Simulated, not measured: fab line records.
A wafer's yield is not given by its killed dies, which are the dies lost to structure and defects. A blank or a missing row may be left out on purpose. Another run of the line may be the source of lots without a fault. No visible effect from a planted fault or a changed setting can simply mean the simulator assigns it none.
Which tool did it? || flow n5 finfet || 72 wafers from 24 lots sampled at 4 of the route's 1938 steps

== WHAT THE GAUGES SHOWED, per wafer ==
N5_BEOL_M0_SAQP_OVL_MEAS_41.
{"lot": "L074", "measured": "day 5 23:55", "on": "overlay-02", "M0_CUT1_OVL (nm)": "1.2 -0.3 0.6"}
{"lot": "L075", "measured": "day 6 04:13", "on": "overlay-01", "M0_CUT1_OVL (nm)": "-0.4 1.3 -0.5"}
{"lot": "L076", "measured": "day 6 07:53", "on": "overlay-01", "M0_CUT1_OVL (nm)": "-0.4 0.9 0.0"}
{"lot": "L077", "measured": "day 6 11:23", "on": "overlay-02", "M0_CUT1_OVL (nm)": "1.5 2.6 3.1"}
{"lot": "L078", "measured": "day 6 15:16", "on": "overlay-02", "M0_CUT1_OVL (nm)": "-0.3 2.3 1.5"}
{"lot": "L079", "measured": "day 6 22:38", "on": "overlay-02", "M0_CUT1_OVL (nm)": "0.8 0.9 -1.1"}
{"lot": "L080", "measured": "day 7 03:04", "on": "overlay-02", "M0_CUT1_OVL (nm)": "0.0 1.7 0.0"}
{"lot": "L081", "measured": "day 7 12:04", "on": "overlay-02", "M0_CUT1_OVL (nm)": "0.0 -0.2 0.4"}
{"lot": "L082", "measured": "day 7 12:23", "on": "overlay-01", "M0_CUT1_OVL (nm)": "-0.1 2.0 -0.4"}
{"lot": "L083", "measured": "day 7 22:16", "on": "overlay-02", "M0_CUT1_OVL (nm)": "1.6 1.8 1.0"}
{"lot": "L084", "measured": "day 8 03:22", "on": "overlay-01", "M0_CUT1_OVL (nm)": "0.7 0.8 0.3"}
{"lot": "L085", "measured": "day 8 12:04", "on": "overlay-02", "M0_CUT1_OVL (nm)": "1.5 0.1 1.2"}
{"lot": "L086", "measured": "day 8 14:47", "on": "overlay-02", "M0_CUT1_OVL (nm)": "0.7 1.2 0.9"}
{"lot": "L087", "measured": "day 8 21:13", "on": "overlay-01", "M0_CUT1_OVL (nm)": "0.5 0.1 0.0"}
{"lot": "L088", "measured": "day 9 05:31", "on": "overlay-02", "M0_CUT1_OVL (nm)": "0.2 0.3 -1.3"}
{"lot": "L090", "measured": "day 9 14:26", "on": "overlay-01", "M0_CUT1_OVL (nm)": "-0.3 -0.2 1.3"}
{"lot": "L089", "measured": "day 9 17:35", "on": "overlay-01", "M0_CUT1_OVL (nm)": "-1.0 0.1 0.4"}
{"lot": "L091", "measured": "day 9 20:24", "on": "overlay-02", "M0_CUT1_OVL (nm)": "0.7 -0.2 2.2"}
{"lot": "L092", "measured": "day 10 03:40", "on": "overlay-01", "M0_CUT1_OVL (nm)": "-1.3 1.9 0.5"}
{"lot": "L093", "measured": "day 10 08:20", "on": "overlay-01", "M0_CUT1_OVL (nm)": "0.7 0.0 -0.1"}
{"lot": "L094", "measured": "day 10 17:04", "on": "overlay-02", "M0_CUT1_OVL (nm)": "1.7 2.1 0.0"}
{"lot": "L095", "measured": "day 10 21:42", "on": "overlay-02", "M0_CUT1_OVL (nm)": "-0.9 0.0 0.4"}
{"lot": "L096", "measured": "day 11 02:54", "on": "overlay-01", "M0_CUT1_OVL (nm)": "0.2 0.1 0.0"}
{"lot": "L097", "measured": "day 11 06:43", "on": "overlay-01", "M0_CUT1_OVL (nm)": "0.9 1.3 0.8"}

N5_BEOL_M0_SAQP_INSPECT_42: inspects for defects (brightfield).
{"lot": "L074", "measured": "day 5 23:59", "on": "defect inspect-02", "raw defect count": "376 508 246"}
{"lot": "L075", "measured": "day 6 04:16", "on": "defect inspect-01", "raw defect count": "192 195 171"}
{"lot": "L076", "measured": "day 6 07:56", "on": "defect inspect-01", "raw defect count": "391 223 219"}
{"lot": "L077", "measured": "day 6 11:26", "on": "defect inspect-01", "raw defect count": "244 235 219"}
{"lot": "L078", "measured": "day 6 15:19", "on": "defect inspect-02", "raw defect count": "732 386 247"}
{"lot": "L079", "measured": "day 6 22:41", "on": "defect inspect-01", "raw defect count": "257 189 314"}
{"lot": "L080", "measured": "day 7 03:07", "on": "defect inspect-02", "raw defect count": "313 308 237"}
{"lot": "L081", "measured": "day 7 12:07", "on": "defect inspect-01", "raw defect count": "215 255 255"}
{"lot": "L082", "measured": "day 7 12:26", "on": "defect inspect-01", "raw defect count": "173 197 208"}
{"lot": "L083", "measured": "day 7 22:19", "on": "defect inspect-02", "raw defect count": "217 175 205"}
{"lot": "L084", "measured": "day 8 03:25", "on": "defect inspect-02", "raw defect count": "433 353 392"}
{"lot": "L085", "measured": "day 8 12:07", "on": "defect inspect-02", "raw defect count": "188 239 310"}
{"lot": "L086", "measured": "day 8 14:51", "on": "defect inspect-01", "raw defect count": "323 353 287"}
{"lot": "L087", "measured": "day 8 21:16", "on": "defect inspect-01", "raw defect count": "312 349 166"}
{"lot": "L088", "measured": "day 9 05:35", "on": "defect inspect-02", "raw defect count": "222 193 310"}
{"lot": "L090", "measured": "day 9 14:30", "on": "defect inspect-01", "raw defect count": "234 240 316"}
{"lot": "L089", "measured": "day 9 17:38", "on": "defect inspect-02", "raw defect count": "160 254 294"}
{"lot": "L091", "measured": "day 9 20:27", "on": "defect inspect-01", "raw defect count": "186 214 225"}
{"lot": "L092", "measured": "day 10 03:43", "on": "defect inspect-02", "raw defect count": "112 210 174"}
{"lot": "L093", "measured": "day 10 08:23", "on": "defect inspect-02", "raw defect count": "302 306 378"}
{"lot": "L094", "measured": "day 10 17:07", "on": "defect inspect-01", "raw defect count": "342 296 306"}
{"lot": "L095", "measured": "day 10 21:45", "on": "defect inspect-01", "raw defect count": "321 250 344"}
{"lot": "L096", "measured": "day 11 02:57", "on": "defect inspect-02", "raw defect count": "390 381 307"}
{"lot": "L097", "measured": "day 11 06:46", "on": "defect inspect-02", "raw defect count": "299 246 176"}

== TOOL THAT RAN EACH LOT (tool first, then ch and the chambers of the sampled wafers, then the start) ==
{"lot": "L074", "N5_BEOL_M0_SAQP_SPACER2_ALD_26": "ald sin-01 ch 1,2,3, day 5 22:43", "N5_BEOL_M0_SAQP_SPACER2_ETCHBACK_27": "rie diel-03 ch 0,3, day 5 23:16"}
{"lot": "L075", "N5_BEOL_M0_SAQP_SPACER2_ALD_26": "ald sin-01 ch 0,1,3, day 6 02:50", "N5_BEOL_M0_SAQP_SPACER2_ETCHBACK_27": "rie diel-04 ch 0,1,2, day 6 03:32"}
{"lot": "L076", "N5_BEOL_M0_SAQP_SPACER2_ALD_26": "ald sin-02 ch 0,1,2, day 6 06:48", "N5_BEOL_M0_SAQP_SPACER2_ETCHBACK_27": "rie diel-03 ch 0,2,3, day 6 07:20"}
{"lot": "L077", "N5_BEOL_M0_SAQP_SPACER2_ALD_26": "ald sin-03 ch 1,2,3, day 6 10:16", "N5_BEOL_M0_SAQP_SPACER2_ETCHBACK_27": "rie diel-04 ch 2,3, day 6 10:49"}
{"lot": "L078", "N5_BEOL_M0_SAQP_SPACER2_ALD_26": "ald sin-01 ch 0,2,3, day 6 14:10", "N5_BEOL_M0_SAQP_SPACER2_ETCHBACK_27": "rie diel-01 ch 0,1, day 6 14:43"}
{"lot": "L079", "N5_BEOL_M0_SAQP_SPACER2_ALD_26": "ald sin-01 ch 0,2, day 6 21:25", "N5_BEOL_M0_SAQP_SPACER2_ETCHBACK_27": "rie diel-04 ch 0,3, day 6 22:06"}
{"lot": "L080", "N5_BEOL_M0_SAQP_SPACER2_ALD_26": "ald sin-01 ch 1,2,3, day 7 01:58", "N5_BEOL_M0_SAQP_SPACER2_ETCHBACK_27": "rie diel-03 ch 0,1,2, day 7 02:31"}
{"lot": "L081", "N5_BEOL_M0_SAQP_SPACER2_ALD_26": "ald sin-01 ch 0,3, day 7 10:50", "N5_BEOL_M0_SAQP_SPACER2_ETCHBACK_27": "rie diel-04 ch 1,2,3, day 7 11:23"}
{"lot": "L082", "N5_BEOL_M0_SAQP_SPACER2_ALD_26": "ald sin-03 ch 0,1,3, day 7 11:10", "N5_BEOL_M0_SAQP_SPACER2_ETCHBACK_27": "rie diel-03 ch 0,2,3, day 7 11:43"}
{"lot": "L083", "N5_BEOL_M0_SAQP_SPACER2_ALD_26": "ald sin-02 ch 1,2, day 7 21:10", "N5_BEOL_M0_SAQP_SPACER2_ETCHBACK_27": "rie diel-01 ch 0,3, day 7 21:43"}
{"lot": "L084", "N5_BEOL_M0_SAQP_SPACER2_ALD_26": "ald sin-01 ch 0,1, day 8 02:09", "N5_BEOL_M0_SAQP_SPACER2_ETCHBACK_27": "rie diel-01 ch 0,1, day 8 02:42"}
{"lot": "L085", "N5_BEOL_M0_SAQP_SPACER2_ALD_26": "ald sin-02 ch 0,3, day 8 10:51", "N5_BEOL_M0_SAQP_SPACER2_ETCHBACK_27": "rie diel-01 ch 1,2,3, day 8 11:24"}
{"lot": "L086", "N5_BEOL_M0_SAQP_SPACER2_ALD_26": "ald sin-01 ch 0,2, day 8 13:43", "N5_BEOL_M0_SAQP_SPACER2_ETCHBACK_27": "rie diel-03 ch 0,1,2, day 8 14:16"}
{"lot": "L087", "N5_BEOL_M0_SAQP_SPACER2_ALD_26": "ald sin-01 ch 1,2, day 8 19:59", "N5_BEOL_M0_SAQP_SPACER2_ETCHBACK_27": "rie diel-03 ch 0,1, day 8 20:32"}
{"lot": "L088", "N5_BEOL_M0_SAQP_SPACER2_ALD_26": "ald sin-03 ch 0,1,2, day 9 04:17", "N5_BEOL_M0_SAQP_SPACER2_ETCHBACK_27": "rie diel-01 ch 1,2,3, day 9 04:52"}
{"lot": "L090", "N5_BEOL_M0_SAQP_SPACER2_ALD_26": "ald sin-03 ch 1,2,3, day 9 13:12", "N5_BEOL_M0_SAQP_SPACER2_ETCHBACK_27": "rie diel-01 ch 0,1,2, day 9 13:45"}
{"lot": "L089", "N5_BEOL_M0_SAQP_SPACER2_ALD_26": "ald sin-01 ch 0,1, day 9 16:29", "N5_BEOL_M0_SAQP_SPACER2_ETCHBACK_27": "rie diel-03 ch 0,1,3, day 9 17:02"}
{"lot": "L091", "N5_BEOL_M0_SAQP_SPACER2_ALD_26": "ald sin-03 ch 1,3, day 9 19:10", "N5_BEOL_M0_SAQP_SPACER2_ETCHBACK_27": "rie diel-03 ch 1,3, day 9 19:43"}
{"lot": "L092", "N5_BEOL_M0_SAQP_SPACER2_ALD_26": "ald sin-02 ch 0,1,2, day 10 02:33", "N5_BEOL_M0_SAQP_SPACER2_ETCHBACK_27": "rie diel-03 ch 0,2,3, day 10 03:06"}
{"lot": "L093", "N5_BEOL_M0_SAQP_SPACER2_ALD_26": "ald sin-01 ch 0,1,2, day 10 07:07", "N5_BEOL_M0_SAQP_SPACER2_ETCHBACK_27": "rie diel-03 ch 0,2, day 10 07:40"}
{"lot": "L094", "N5_BEOL_M0_SAQP_SPACER2_ALD_26": "ald sin-02 ch 0,1, day 10 15:52", "N5_BEOL_M0_SAQP_SPACER2_ETCHBACK_27": "rie diel-01 ch 0,1,2, day 10 16:25"}
{"lot": "L095", "N5_BEOL_M0_SAQP_SPACER2_ALD_26": "ald sin-02 ch 0,1,2, day 10 20:27", "N5_BEOL_M0_SAQP_SPACER2_ETCHBACK_27": "rie diel-03 ch 0,1,2, day 10 21:02"}
{"lot": "L096", "N5_BEOL_M0_SAQP_SPACER2_ALD_26": "ald sin-03 ch 0,1,3, day 11 01:49", "N5_BEOL_M0_SAQP_SPACER2_ETCHBACK_27": "rie diel-03 ch 0,2, day 11 02:22"}
{"lot": "L097", "N5_BEOL_M0_SAQP_SPACER2_ALD_26": "ald sin-02 ch 0,1, day 11 05:37", "N5_BEOL_M0_SAQP_SPACER2_ETCHBACK_27": "rie diel-03 ch 0,1,2, day 11 06:10"}
- N5_BEOL_M0_SAQP_SPACER2_ALD_26: deposits SiO2, target thk 15 nm, pulse time 1 s, purge time 2 s.
- N5_BEOL_M0_SAQP_SPACER2_ETCHBACK_27: etches SiO2 in CHF3/O2, target depth 22.5 nm, time 11.25 s.

== WHAT THE TOOLS THEMSELVES READ (means of the sampled wafers that have a number; where no wafer has one, the mark that the record gives instead) ==
N5_BEOL_M0_SAQP_SPACER2_ALD_26.
{"lot": "L074", "tool": "ald sin-01", "chamber pressure Torr (Torr)": 2.003, "heater power w (W)": 470, "precursor pulse height rel": 1.007}
{"lot": "L075", "tool": "ald sin-01", "chamber pressure Torr (Torr)": 2.002, "heater power w (W)": 469, "precursor pulse height rel": 0.992}
{"lot": "L076", "tool": "ald sin-02", "chamber pressure Torr (Torr)": 2.000, "heater power w (W)": 530, "precursor pulse height rel": 0.988}
{"lot": "L077", "tool": "ald sin-03", "chamber pressure Torr (Torr)": 2.000, "heater power w (W)": 440, "precursor pulse height rel": 0.999}
{"lot": "L078", "tool": "ald sin-01", "chamber pressure Torr (Torr)": 1.997, "heater power w (W)": 477, "precursor pulse height rel": 0.991}
{"lot": "L079", "tool": "ald sin-01", "chamber pressure Torr (Torr)": 1.999, "heater power w (W)": 464, "precursor pulse height rel": 0.990}
{"lot": "L080", "tool": "ald sin-01", "chamber pressure Torr (Torr)": 2.002, "heater power w (W)": 475, "precursor pulse height rel": 1.002}
{"lot": "L081", "tool": "ald sin-01", "chamber pressure Torr (Torr)": 1.995, "heater power w (W)": 478, "precursor pulse height rel": 1.004}
{"lot": "L082", "tool": "ald sin-03", "chamber pressure Torr (Torr)": 1.999, "heater power w (W)": 480, "precursor pulse height rel": 0.992}
{"lot": "L083", "tool": "ald sin-02", "chamber pressure Torr (Torr)": 2.002, "heater power w (W)": 533, "precursor pulse height rel": 1.001}
{"lot": "L084", "tool": "ald sin-01", "chamber pressure Torr (Torr)": 2.003, "heater power w (W)": 465, "precursor pulse height rel": 0.987}
{"lot": "L085", "tool": "ald sin-02", "chamber pressure Torr (Torr)": 1.996, "heater power w (W)": 491, "precursor pulse height rel": 1.002}
{"lot": "L086", "tool": "ald sin-01", "chamber pressure Torr (Torr)": 1.997, "heater power w (W)": 466, "precursor pulse height rel": 0.998}
{"lot": "L087", "tool": "ald sin-01", "chamber pressure Torr (Torr)": 2.000, "heater power w (W)": 463, "precursor pulse height rel": 0.993}
{"lot": "L088", "tool": "ald sin-03", "chamber pressure Torr (Torr)": 2.001, "heater power w (W)": 477, "precursor pulse height rel": 0.995}
{"lot": "L090", "tool": "ald sin-03", "chamber pressure Torr (Torr)": 2.004, "heater power w (W)": 445, "precursor pulse height rel": 0.985}
{"lot": "L089", "tool": "ald sin-01", "chamber pressure Torr (Torr)": 2.003, "heater power w (W)": 463, "precursor pulse height rel": 1.001}
{"lot": "L091", "tool": "ald sin-03", "chamber pressure Torr (Torr)": 2.003, "heater power w (W)": 431, "precursor pulse height rel": 0.994}
{"lot": "L092", "tool": "ald sin-02", "chamber pressure Torr (Torr)": 2.003, "heater power w (W)": 529, "precursor pulse height rel": 1.001}
{"lot": "L093", "tool": "ald sin-01", "chamber pressure Torr (Torr)": 2.000, "heater power w (W)": 467, "precursor pulse height rel": 1.006}
{"lot": "L094", "tool": "ald sin-02", "chamber pressure Torr (Torr)": 2.003, "heater power w (W)": 520, "precursor pulse height rel": 1.023}
{"lot": "L095", "tool": "ald sin-02", "chamber pressure Torr (Torr)": 1.998, "heater power w (W)": 528, "precursor pulse height rel": 0.996}
{"lot": "L096", "tool": "ald sin-03", "chamber pressure Torr (Torr)": 2.001, "heater power w (W)": 473, "precursor pulse height rel": 0.993}
{"lot": "L097", "tool": "ald sin-02", "chamber pressure Torr (Torr)": 1.998, "heater power w (W)": 528, "precursor pulse height rel": 0.994}

N5_BEOL_M0_SAQP_SPACER2_ETCHBACK_27.
{"lot": "L074", "tool": "rie diel-03", "drypump motor current A (A)": 5.4, "oes_ar_750_au (a.u.)": 0.83, "oes product au (a.u.)": 0.83, "rf vpp V (V)": 533, "showerhead plenum p Torr (Torr)": 2.46, "throttle valve pct (%)": 18.56}
{"lot": "L075", "tool": "rie diel-04", "drypump motor current A (A)": 6.0, "oes_ar_750_au (a.u.)": 0.81, "oes product au (a.u.)": 0.81, "rf vpp V (V)": 537, "showerhead plenum p Torr (Torr)": 2.47, "throttle valve pct (%)": 19.14}
{"lot": "L076", "tool": "rie diel-03", "drypump motor current A (A)": 5.6, "oes_ar_750_au (a.u.)": 0.77, "oes product au (a.u.)": 0.77, "rf vpp V (V)": 535, "showerhead plenum p Torr (Torr)": 2.42, "throttle valve pct (%)": 18.80}
{"lot": "L077", "tool": "rie diel-04", "drypump motor current A (A)": 6.0, "oes_ar_750_au (a.u.)": 0.85, "oes product au (a.u.)": 0.87, "rf vpp V (V)": 546, "showerhead plenum p Torr (Torr)": 2.43, "throttle valve pct (%)": 19.06}
{"lot": "L078", "tool": "rie diel-01", "drypump motor current A (A)": 5.0, "oes_ar_750_au (a.u.)": 0.79, "oes product au (a.u.)": 0.79, "rf vpp V (V)": 513, "showerhead plenum p Torr (Torr)": 2.40, "throttle valve pct (%)": 18.99}
{"lot": "L079", "tool": "rie diel-04", "drypump motor current A (A)": 6.0, "oes_ar_750_au (a.u.)": 0.70, "oes product au (a.u.)": 0.69, "rf vpp V (V)": 527, "showerhead plenum p Torr (Torr)": 2.41, "throttle valve pct (%)": 19.37}
{"lot": "L080", "tool": "rie diel-03", "drypump motor current A (A)": 5.3, "oes_ar_750_au (a.u.)": 0.78, "oes product au (a.u.)": 0.78, "rf vpp V (V)": 533, "showerhead plenum p Torr (Torr)": 2.39, "throttle valve pct (%)": 18.79}
{"lot": "L081", "tool": "rie diel-04", "drypump motor current A (A)": 6.3, "oes_ar_750_au (a.u.)": 0.80, "oes product au (a.u.)": 0.80, "rf vpp V (V)": 540, "showerhead plenum p Torr (Torr)": 2.41, "throttle valve pct (%)": 19.05}
{"lot": "L082", "tool": "rie diel-03", "drypump motor current A (A)": 5.6, "oes_ar_750_au (a.u.)": 0.76, "oes product au (a.u.)": 0.76, "rf vpp V (V)": 534, "showerhead plenum p Torr (Torr)": 2.41, "throttle valve pct (%)": 18.82}
{"lot": "L083", "tool": "rie diel-01", "drypump motor current A (A)": 5.3, "oes_ar_750_au (a.u.)": 0.88, "oes product au (a.u.)": 0.90, "rf vpp V (V)": 520, "showerhead plenum p Torr (Torr)": 2.42, "throttle valve pct (%)": 18.74}
{"lot": "L084", "tool": "rie diel-01", "drypump motor current A (A)": 4.9, "oes_ar_750_au (a.u.)": 0.83, "oes product au (a.u.)": 0.84, "rf vpp V (V)": 514, "showerhead plenum p Torr (Torr)": 2.42, "throttle valve pct (%)": 18.86}
{"lot": "L085", "tool": "rie diel-01", "drypump motor current A (A)": 5.9, "oes_ar_750_au (a.u.)": 0.84, "oes product au (a.u.)": 0.85, "rf vpp V (V)": 521, "showerhead plenum p Torr (Torr)": 2.36, "throttle valve pct (%)": 18.78}
{"lot": "L086", "tool": "rie diel-03", "drypump motor current A (A)": 5.3, "oes_ar_750_au (a.u.)": 0.77, "oes product au (a.u.)": 0.77, "rf vpp V (V)": 533, "showerhead plenum p Torr (Torr)": 2.38, "throttle valve pct (%)": 18.80}
{"lot": "L087", "tool": "rie diel-03", "drypump motor current A (A)": 5.1, "oes_ar_750_au (a.u.)": 0.81, "oes product au (a.u.)": 0.82, "rf vpp V (V)": 530, "showerhead plenum p Torr (Torr)": 2.43, "throttle valve pct (%)": 18.56}
{"lot": "L088", "tool": "rie diel-01", "drypump motor current A (A)": 5.9, "oes_ar_750_au (a.u.)": 0.83, "oes product au (a.u.)": 0.84, "rf vpp V (V)": 521, "showerhead plenum p Torr (Torr)": 2.36, "throttle valve pct (%)": 18.81}
{"lot": "L090", "tool": "rie diel-01", "drypump motor current A (A)": 5.4, "oes_ar_750_au (a.u.)": 0.84, "oes product au (a.u.)": 0.84, "rf vpp V (V)": 517, "showerhead plenum p Torr (Torr)": 2.38, "throttle valve pct (%)": 18.78}
{"lot": "L089", "tool": "rie diel-03", "drypump motor current A (A)": 5.5, "oes_ar_750_au (a.u.)": 0.76, "oes product au (a.u.)": 0.77, "rf vpp V (V)": 534, "showerhead plenum p Torr (Torr)": 2.45, "throttle valve pct (%)": 18.75}
{"lot": "L091", "tool": "rie diel-03", "drypump motor current A (A)": 5.6, "oes_ar_750_au (a.u.)": 0.74, "oes product au (a.u.)": 0.73, "rf vpp V (V)": 535, "showerhead plenum p Torr (Torr)": 2.45, "throttle valve pct (%)": 18.89}
{"lot": "L092", "tool": "rie diel-03", "drypump motor current A (A)": 5.6, "oes_ar_750_au (a.u.)": 0.74, "oes product au (a.u.)": 0.74, "rf vpp V (V)": 534, "showerhead plenum p Torr (Torr)": 2.40, "throttle valve pct (%)": 18.84}
{"lot": "L093", "tool": "rie diel-03", "drypump motor current A (A)": 5.2, "oes_ar_750_au (a.u.)": 0.77, "oes product au (a.u.)": 0.79, "rf vpp V (V)": 529, "showerhead plenum p Torr (Torr)": 2.38, "throttle valve pct (%)": 18.68}
{"lot": "L094", "tool": "rie diel-01", "drypump motor current A (A)": 5.3, "oes_ar_750_au (a.u.)": 0.82, "oes product au (a.u.)": 0.83, "rf vpp V (V)": 516, "showerhead plenum p Torr (Torr)": 2.38, "throttle valve pct (%)": 18.78}
{"lot": "L095", "tool": "rie diel-03", "drypump motor current A (A)": 5.3, "oes_ar_750_au (a.u.)": 0.75, "oes product au (a.u.)": 0.76, "rf vpp V (V)": 531, "showerhead plenum p Torr (Torr)": 2.38, "throttle valve pct (%)": 18.82}
{"lot": "L096", "tool": "rie diel-03", "drypump motor current A (A)": 5.3, "oes_ar_750_au (a.u.)": 0.72, "oes product au (a.u.)": 0.72, "rf vpp V (V)": 533, "showerhead plenum p Torr (Torr)": 2.34, "throttle valve pct (%)": 18.92}
{"lot": "L097", "tool": "rie diel-03", "drypump motor current A (A)": 5.3, "oes_ar_750_au (a.u.)": 0.75, "oes product au (a.u.)": 0.75, "rf vpp V (V)": 533, "showerhead plenum p Torr (Torr)": 2.38, "throttle valve pct (%)": 18.83}

== THE ANSWER, worked out from the rows above alone ==
Rule: what is usual is taken from the lots themselves. The widest of any qualifying gaps counts: lots, ordered by their means at a reading, are off when they make up no more than a third of the lots, leave a main group of 4 or more, and stand apart from it by 3 or more times the standard deviation of that group's means. A main group whose means are all the same, to the digits that the tables above print for the reading, isn't used. A lot without any number at a reading at which 4 lots or more have one is off too. All remaining lots with rows at the step are treated as sound. First the gauges in route order, then the tools' own readings, where a lot's mean is used as printed above. At the first step where some lot is off, the reading lying furthest off is the one used; lots without a number count as furthest.
No lot is off on any of the readings shown, so nothing can be concluded from this.

== WHAT THE SIMULATOR HAD PUT IN ==
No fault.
